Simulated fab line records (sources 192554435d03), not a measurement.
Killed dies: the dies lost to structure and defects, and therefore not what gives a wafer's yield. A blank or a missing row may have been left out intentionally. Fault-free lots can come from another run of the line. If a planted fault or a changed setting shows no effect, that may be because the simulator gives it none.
Chamber matching + flow n5 finfet + rie diel-06 running N5_HKMG_FIN_STRIP_89: 4 sister chambers
The step strips SOC in N2/H2, time 20 s. 8 wafers are shown with their chamber, then 12 later ones without.

## WAFERS WITH THEIR CHAMBER
| wafer  | chamber | drypump motor current A (A) | showerhead plenum p Torr (Torr) |
|--------|---------|-----------------------------|---------------------------------|
| L077.6 | 3       | 6.2                         | 3.24                            |
| L081.3 | 3       | 6.2                         | 3.23                            |
| L086.1 | 1       | 5.9                         | 3.37                            |
| L086.2 | 0       | 5.8                         | 3.30                            |
| L088.2 | 1       | 6.0                         | 3.36                            |
| L089.1 | 0       | 5.8                         | 3.29                            |
| L089.2 | 2       | 5.9                         | 3.29                            |
| L089.5 | 2       | 5.9                         | 3.29                            |

## WAFERS WITH NO CHAMBER GIVEN
| wafer  | drypump motor current A (A) | showerhead plenum p Torr (Torr) |
|--------|-----------------------------|---------------------------------|
| L091.2 | 6.0                         | 3.36                            |
| L091.4 | 5.8                         | 3.29                            |
| L091.5 | 6.0                         | 3.36                            |
| L092.2 | 5.9                         | 3.28                            |
| L092.3 | 6.0                         | 3.36                            |
| L092.5 | 5.8                         | 3.29                            |
| L094.2 | 5.9                         | 3.28                            |
| L094.3 | 5.9                         | 3.36                            |
| L094.5 | 6.2                         | 3.22                            |
| L096.3 | 5.8                         | 3.28                            |
| L096.4 | 6.2                         | 3.22                            |
| L096.5 | 5.9                         | 3.35                            |

## WHICH CHAMBER EACH ONE RAN IN
| wafer  | from the rows above     | in truth |
|--------|-------------------------|----------|
| L091.2 | 1                       | 1        |
| L091.4 | 0                       | 0        |
| L091.5 | 1                       | 1        |
| L092.2 | 2                       | 2        |
| L092.3 | 1                       | 1        |
| L092.5 | 0                       | 0        |
| L094.2 | 2                       | 2        |
| L094.3 | 1                       | 1        |
| L094.5 | 3                       | 3        |
| L096.3 | can't be placed: 0 or 2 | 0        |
| L096.4 | 3                       | 3        |
| L096.5 | 1                       | 1        |
11 of 12 placed correctly. Not placeable from these rows: 1 (in 1, the candidates include the true chamber). Wrongly placed: 0.
How it was worked out, from the rows above alone: a wafer's distance from a chamber is the root of the sum, over the readings, of the square of ((its reading less the chamber's mean) divided by the reading's scatter). If the next closest chamber is less than 2 further off than the closest, the wafer can't be placed; otherwise it belongs to the closest. The mean given for a chamber averages the wafers shown for that chamber. The scatter: take each reading less its chamber's mean, square it, sum over the shown wafers, divide by the number of wafers less the number of chambers, and take the root.
